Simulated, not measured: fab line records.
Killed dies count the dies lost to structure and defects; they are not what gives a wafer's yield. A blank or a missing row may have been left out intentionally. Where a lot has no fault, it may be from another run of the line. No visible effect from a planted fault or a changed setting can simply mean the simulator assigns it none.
Matching of chambers -- flow n5_finfet -- 3 sister chambers for N5_BEOL_M9_CURE_72 on uv_cure-03
The step cures SiCOH lowk, time 120 s. 6 wafers are shown with their chamber, then 8 later ones without.

WAFERS PAIRED WITH THEIR CHAMBERS
wafer,chamber,wafer_temp_C_max,lamp_power_pct (%)
L075.5,1,372.4,52.34
L078.5,0,370.9,52.22
L078.6,0,371.1,52.31
L092.3,2,371.6,52.27
L092.4,2,371.4,52.38
L089.1,1,372.0,52.38

WAFERS MISSING THEIR CHAMBER
wafer,wafer_temp_C_max,lamp_power_pct (%)
L089.3,372.0,52.26
L089.5,371.5,52.25
L090.1,371.3,52.27
L090.2,371.2,52.33
L090.3,371.2,52.26
L097.3,371.6,52.26
L097.5,371.1,52.26
L097.6,371.0,52.40

THE CHAMBER EACH PASSED THROUGH
wafer,from the rows above,in truth
L089.3,can't be placed: 1 or 2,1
L089.5,can't be placed: 2 or 0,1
L090.1,can't be placed: 2 or 0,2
L090.2,can't be placed: 0 or 2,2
L090.3,can't be placed: 0 or 2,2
L097.3,can't be placed: 2 or 0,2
L097.5,can't be placed: 0 or 2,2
L097.6,can't be placed: 0 or 2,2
0 of 8 placed correctly. These rows do not allow placing 8 (true chamber among the candidates in 7). 0 placed wrongly.
How it was worked out, from the rows above alone: a wafer's distance from a chamber is the root of the sum, over the readings, of the square of ((its reading less the chamber's mean) divided by the reading's scatter). The wafer belongs to the nearest chamber; if the next one is less than 2 further off, it can't be placed. A chamber's mean is the mean of its shown wafers. The scatter: the root of (the sum of the squares of (reading less its chamber's mean) over the shown wafers, divided by (wafers less chambers)).
